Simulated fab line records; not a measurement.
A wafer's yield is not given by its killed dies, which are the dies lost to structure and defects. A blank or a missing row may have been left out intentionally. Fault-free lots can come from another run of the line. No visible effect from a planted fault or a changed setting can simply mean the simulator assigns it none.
Comparing a struck lot with a sound one | flow n5 finfet | 21 out of 1938 route steps
Sound: these wafers, L783.1, L783.2, L783.6. The struck wafers were L784.4, L784.5, L784.6. The cause is named last.
For every step that has rows: the tool of each side, followed by ch and its chambers, followed by its first start. Under that, the readings that differ: sound wafers | struck wafers | difference of the means | sigmas: that difference in standard deviations of wafers without a fault.
alike: same words and numbers on both sides, and readings whose means sit less than 2 such deviations apart. not compared: any withheld reading, any reading some wafer has no value for, any bound like >300 that may hide the same value, and any number with overlapping values for which the record gives no deviation.
A row with sigmas, a row that says differs or no value, or rows on one side alone: a step with any of these is where the two part. Numbers that don't overlap but have no deviation are shown without sigmas and don't part them. Lack of a reading on every wafer of one side parts them only where that side has two or more wafers.

first, 10 steps without rows for these wafers: N5_BEOL_M0_SAQP_DESCUM_45 (chemistry O2, time 7 s); N5_BEOL_M0_SAQP_ETCH_88 (etches underlayer in N2/H2, target depth 6.5 nm, time 5.2 s); N5_BEOL_M0_SAQP_ETCH_73 (etches SiARC in CF4, target depth 19.5 nm, time 32.5 s); N5_BEOL_M0_SAQP_CUT_ETCH_46 (etches SOC in N2/H2, target depth 135 nm, overetch 27 nm, time 202.5 s); N5_BEOL_M0_SAQP_STRIP_74 (strips in N2/H2); N5_BEOL_M0_SAQP_STRIP_89 (strips in N2/H2); N5_BEOL_M0_SAQP_ALD_48 (deposits SiO2, target thk 20 nm, pulse time 1 s, co reactant pulse time 1 s); N5_BEOL_M0_SAQP_ETCH_49 (etches SiO2 in CF4/O2, target depth 37 nm); N5_BEOL_M0_SAQP_STRIP_75 (strips in CF4); N5_BEOL_M0_CUTY_COAT_50 (time 60 s, resist thk 15 nm).
N5_BEOL_M0_CUTY_COAT_51: resist thk 150 nm.
  sound on litho track-02 ch 0, day 11 05:59; struck on litho track-03 ch 0, day 11 05:11
  reading                                                 | sound                | struck               | difference | sigmas
  spin speed rpm (rpm)                                    | 1502.0 1500.7 1500.3 | 1283.9 1281.8 1283.3 | -218.0     | -99 or more
  model.CAR-ArF-block_of_BEOL_M0_CUTY_COAT_51.thk nm (nm) | 150 150.4 150.6      | 162.4 162.2 162.4    | +12.0      |
  alike: exhaust pa
then, 6 steps without rows for these wafers: N5_BEOL_M0_CUTY_EBR_52; N5_BEOL_M0_CUTY_SOFTBAKE_53 (time 60 s); N5_BEOL_M0_CUTY_EXPOSE_54 (exposes mask M0 ABLK); N5_BEOL_M0_CUTY_PEB_55 (peb time 60 s); N5_BEOL_M0_CUTY_DEVELOP_56 (develop time 30 s); N5_BEOL_M0_CUTY_DESCUM_61 (chemistry O2, time 7.9 s).
N5_BEOL_M0_CUTY_ETCH_62: etches SiARC in CF4, time 58.5 s.
  sound on rie diel-03 ch 1,2,3, day 11 08:02; struck on rie diel-03 ch 1,2,3, day 11 06:17
  reading                                                 | sound           | struck            | difference | sigmas
  model.CAR-ArF-block_of_BEOL_M0_CUTY_COAT_51.thk nm (nm) | 118.6 118.8 119 | 130.8 130.8 130.8 | +12.0      |
  alike: drypump motor current A, etch rf on time s, mfc ar sccm, oes product au, rf vpp V, showerhead plenum p Torr, throttle valve pct
  not compared: rf hours counter h
then, 1 step without rows for these wafers: N5_BEOL_M0_CUTY_ETCH_63 (etches SOC in N2/H2, target depth 82.7 nm, overetch 16.5 nm, time 124 s).
-- the record jumps here: 3 days lie between the struck wafers' starts before and after (it left off in module BEOL_M0_CUTY and takes up again in module BEOL_M4, whose first step shown is number 1111 of the route) --
N5_BEOL_M4_RC_MEAS_101:
  sound on prober-01 ch 0, day 14 14:39; struck on prober-02 ch 0, day 14 08:31
  alike: DIBL_N, DIBL_P, IOFF_N, IOFF_P, ION_N, ION_P, SS_N, SS_P, VT_N, VT_P
next, for these wafers, 1 step has no rows: N5_PASSIVATION_PROBE_49.

WHERE THEY PART
Only at N5_BEOL_M0_CUTY_COAT_51, within this record. Later steps at which nothing parts them and some readings are alike: N5_BEOL_M0_CUTY_ETCH_62, N5_BEOL_M4_RC_MEAS_101.

WHY: what the simulator had put in
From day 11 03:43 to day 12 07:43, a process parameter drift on litho track-03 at N5_BEOL_M0_CUTY_COAT_51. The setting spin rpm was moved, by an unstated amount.
